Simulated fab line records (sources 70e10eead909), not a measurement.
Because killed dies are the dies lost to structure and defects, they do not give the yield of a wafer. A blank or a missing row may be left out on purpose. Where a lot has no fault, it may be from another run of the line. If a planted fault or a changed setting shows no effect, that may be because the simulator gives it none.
Matching of chambers -- flow nand_harc -- pecvd-04 running NHARC_P_M0_DEP_32: 3 sister chambers
The step deposits SiCN, target thk 30 nm. 16 wafers are shown with their chamber, then 8 later ones without.

== WAFERS WITH THEIR CHAMBER ==
wafer,chamber,heater_power_w (W),heater_power_outer_w (W)
L075.1,2,520,313
L075.3,1,583,326
L075.6,2,499,324
L076.2,1,561,309
L076.4,1,572,313
L076.6,2,538,329
L080.2,2,553,345
L080.5,0,623,356
L080.6,1,622,346
L081.1,1,553,302
L081.4,2,487,295
L081.6,0,600,314
L085.1,1,636,356
L085.3,2,557,354
L085.6,0,532,287
L088.1,0,602,333

SIGNATURES (averages over the wafers above)
reading,chamber 0,chamber 1,chamber 2,scatter within a chamber
heater_power_w,589.25,587.83,525.67,33.4
heater_power_outer_w,322.50,325.33,326.67,23.5
Rule: for each reading, subtract the chamber's mean from the wafer's reading, divide by that reading's scatter and square the result; add these up over the readings and take the root, which gives the wafer's distance from the chamber. The wafer belongs to the nearest chamber; if the next one is less than 2 further off, it can't be placed. The scatter is the square root of a quotient: the sum, over the shown wafers, of each reading's squared deviation from its chamber's mean, divided by wafers minus chambers.

== WAFERS WITH NO CHAMBER GIVEN ==
wafer,heater_power_w (W),heater_power_outer_w (W)
L088.3,521,285
L088.6,619,347
L090.1,633,354
L090.3,560,326
L090.6,650,361
L094.1,553,356
L094.3,600,349
L094.5,553,358

== CHAMBER TAKEN BY EACH ==
wafer,from the rows above,in truth
L088.3,can't be placed: 2 or 0 or 1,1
L088.6,can't be placed: 1 or 0 or 2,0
L090.1,can't be placed: 1 or 0 or 2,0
L090.3,can't be placed: 1 or 0 or 2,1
L090.6,can't be placed: 1 or 0 or 2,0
L094.1,can't be placed: 2 or 1 or 0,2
L094.3,can't be placed: 1 or 0 or 2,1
L094.5,can't be placed: 2 or 1 or 0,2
Correctly placed: 0 of 8. Not placeable from these rows: 8 (in 8, the candidates include the true chamber). Placed wrongly: 0.
